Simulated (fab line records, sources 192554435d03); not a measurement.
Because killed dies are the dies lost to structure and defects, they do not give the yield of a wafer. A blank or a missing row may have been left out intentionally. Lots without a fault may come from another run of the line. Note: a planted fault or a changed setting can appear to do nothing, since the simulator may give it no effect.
Matching of chambers | flow n5-finfet | N5_BEOL_M0_SAQP_SPACER2_ETCHBACK_27 on rie-diel-02: 4 sister chambers
The step etches SiO2 in CHF3/O2, target depth 22.5 nm, time 11.25 s. 8 wafers are shown with their chamber, then 8 later ones without.

## EACH WAFER AND ITS CHAMBER
wafer  | chamber | drypump-motor-current-A (A) | rf-vpp-V (V)
L078.6 | 1       | 5.7                         | 520
L090.1 | 3       | 5.5                         | 523
L090.3 | 1       | 5.6                         | 526
L090.5 | 0       | 5.1                         | 515
L092.1 | 3       | 5.5                         | 521
L092.2 | 0       | 5.2                         | 516
L092.5 | 2       | 5.0                         | 542
L093.2 | 2       | 5.0                         | 542

## WAFERS WITH NO CHAMBER GIVEN
wafer  | drypump-motor-current-A (A) | rf-vpp-V (V)
L093.4 | 5.5                         | 523
L093.6 | 5.2                         | 515
L095.1 | 5.5                         | 522
L095.3 | 5.0                         | 543
L095.4 | 5.2                         | 516
L096.1 | 5.2                         | 516
L096.2 | 5.5                         | 523
L096.3 | 5.6                         | 527

## CHAMBER TAKEN BY EACH
wafer  | from the rows above     | in truth
L093.4 | 3                       | 3
L093.6 | 0                       | 0
L095.1 | 3                       | 3
L095.3 | 2                       | 2
L095.4 | 0                       | 0
L096.1 | 0                       | 0
L096.2 | 3                       | 3
L096.3 | can't be placed: 1 or 3 | 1
Placed correctly: 7 of 8. Cannot be placed on the basis of these rows: 1; the candidates contain the true chamber in 1. Wrongly placed: 0.
How it was worked out, from the rows above alone: a wafer's distance from a chamber is the root of the sum, over the readings, of the square of ((its reading less the chamber's mean) divided by the reading's scatter). If the next closest chamber is less than 2 further off than the closest, the wafer can't be placed; otherwise it belongs to the closest. A chamber's mean is the mean of its shown wafers. The scatter: take each reading less its chamber's mean, square it, sum over the shown wafers, divide by the number of wafers less the number of chambers, and take the root.
